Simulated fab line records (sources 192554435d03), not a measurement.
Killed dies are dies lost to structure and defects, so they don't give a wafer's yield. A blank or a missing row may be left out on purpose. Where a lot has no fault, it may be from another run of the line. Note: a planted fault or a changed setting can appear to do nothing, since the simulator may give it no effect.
Chamber matching / flow n5_finfet / 4 sister chambers for N5_ZERO_LAYER_DESCUM_16 on rie_diel-06
The step chemistry O2, time 7.9 s. 16 wafers are shown with their chamber, then 8 later ones without.

## EACH WAFER AND ITS CHAMBER
wafer=L075.2; chamber=0; showerhead_plenum_p_Torr (Torr)=2.21; drypump_motor_current_A (A)=6.3; throttle_valve_pct (%)=20.03
wafer=L075.4; chamber=3; showerhead_plenum_p_Torr (Torr)=2.08; drypump_motor_current_A (A)=5.5; throttle_valve_pct (%)=20.31
wafer=L075.5; chamber=1; showerhead_plenum_p_Torr (Torr)=2.09; drypump_motor_current_A (A)=5.4; throttle_valve_pct (%)=20.44
wafer=L077.2; chamber=3; showerhead_plenum_p_Torr (Torr)=2.08; drypump_motor_current_A (A)=5.5; throttle_valve_pct (%)=20.31
wafer=L077.4; chamber=1; showerhead_plenum_p_Torr (Torr)=2.09; drypump_motor_current_A (A)=5.4; throttle_valve_pct (%)=20.47
wafer=L077.5; chamber=3; showerhead_plenum_p_Torr (Torr)=2.08; drypump_motor_current_A (A)=5.5; throttle_valve_pct (%)=20.32
wafer=L081.2; chamber=0; showerhead_plenum_p_Torr (Torr)=2.21; drypump_motor_current_A (A)=6.4; throttle_valve_pct (%)=20.05
wafer=L081.3; chamber=1; showerhead_plenum_p_Torr (Torr)=2.09; drypump_motor_current_A (A)=5.3; throttle_valve_pct (%)=20.46
wafer=L081.5; chamber=2; showerhead_plenum_p_Torr (Torr)=2.06; drypump_motor_current_A (A)=6.5; throttle_valve_pct (%)=20.35
wafer=L083.1; chamber=2; showerhead_plenum_p_Torr (Torr)=2.06; drypump_motor_current_A (A)=6.5; throttle_valve_pct (%)=20.36
wafer=L083.2; chamber=3; showerhead_plenum_p_Torr (Torr)=2.08; drypump_motor_current_A (A)=5.4; throttle_valve_pct (%)=20.32
wafer=L083.4; chamber=0; showerhead_plenum_p_Torr (Torr)=2.21; drypump_motor_current_A (A)=6.3; throttle_valve_pct (%)=20.03
wafer=L088.2; chamber=3; showerhead_plenum_p_Torr (Torr)=2.07; drypump_motor_current_A (A)=5.4; throttle_valve_pct (%)=20.35
wafer=L088.3; chamber=2; showerhead_plenum_p_Torr (Torr)=2.05; drypump_motor_current_A (A)=6.5; throttle_valve_pct (%)=20.36
wafer=L088.5; chamber=2; showerhead_plenum_p_Torr (Torr)=2.05; drypump_motor_current_A (A)=6.5; throttle_valve_pct (%)=20.38
wafer=L089.3; chamber=0; showerhead_plenum_p_Torr (Torr)=2.21; drypump_motor_current_A (A)=6.4; throttle_valve_pct (%)=20.07

SIGNATURES, as means of the wafers listed above
reading=showerhead_plenum_p_Torr; chamber 0=2.2100; chamber 1=2.0900; chamber 2=2.0550; chamber 3=2.0780; scatter within a chamber=0.00387
reading=drypump_motor_current_A; chamber 0=6.350; chamber 1=5.367; chamber 2=6.500; chamber 3=5.460; scatter within a chamber=0.0489
reading=throttle_valve_pct; chamber 0=20.0450; chamber 1=20.4567; chamber 2=20.3625; chamber 3=20.3220; scatter within a chamber=0.0161
Rule: for a wafer and a chamber, the distance is found by dividing, reading by reading, the gap between the wafer's reading and the chamber's mean by the reading's scatter, squaring, summing and taking the root. If the next closest chamber is less than 2 further off than the closest, the wafer can't be placed; otherwise it belongs to the closest. The scatter is the square root of a quotient: the sum, over the shown wafers, of each reading's squared deviation from its chamber's mean, divided by wafers minus chambers.

## WAFERS MISSING THEIR CHAMBER
wafer=L089.5; showerhead_plenum_p_Torr (Torr)=2.21; drypump_motor_current_A (A)=6.4; throttle_valve_pct (%)=20.06
wafer=L089.6; showerhead_plenum_p_Torr (Torr)=2.07; drypump_motor_current_A (A)=5.4; throttle_valve_pct (%)=20.35
wafer=L096.1; showerhead_plenum_p_Torr (Torr)=2.20; drypump_motor_current_A (A)=6.4; throttle_valve_pct (%)=20.09
wafer=L096.4; showerhead_plenum_p_Torr (Torr)=2.07; drypump_motor_current_A (A)=5.5; throttle_valve_pct (%)=20.36
wafer=L096.5; showerhead_plenum_p_Torr (Torr)=2.08; drypump_motor_current_A (A)=5.4; throttle_valve_pct (%)=20.48
wafer=L097.1; showerhead_plenum_p_Torr (Torr)=2.20; drypump_motor_current_A (A)=6.3; throttle_valve_pct (%)=20.10
wafer=L097.3; showerhead_plenum_p_Torr (Torr)=2.05; drypump_motor_current_A (A)=6.5; throttle_valve_pct (%)=20.00
wafer=L097.6; showerhead_plenum_p_Torr (Torr)=2.05; drypump_motor_current_A (A)=6.5; throttle_valve_pct (%)=19.99

## WHICH CHAMBER EACH ONE RAN IN
wafer=L089.5; from the rows above=0; in truth=0
wafer=L089.6; from the rows above=3; in truth=3
wafer=L096.1; from the rows above=0; in truth=0
wafer=L096.4; from the rows above=3; in truth=3
wafer=L096.5; from the rows above=1; in truth=1
wafer=L097.1; from the rows above=0; in truth=0
wafer=L097.3; from the rows above=2; in truth=2
wafer=L097.6; from the rows above=2; in truth=2
8 of 8 placed correctly. Can't be placed from these rows: 0. Placed wrongly: 0.
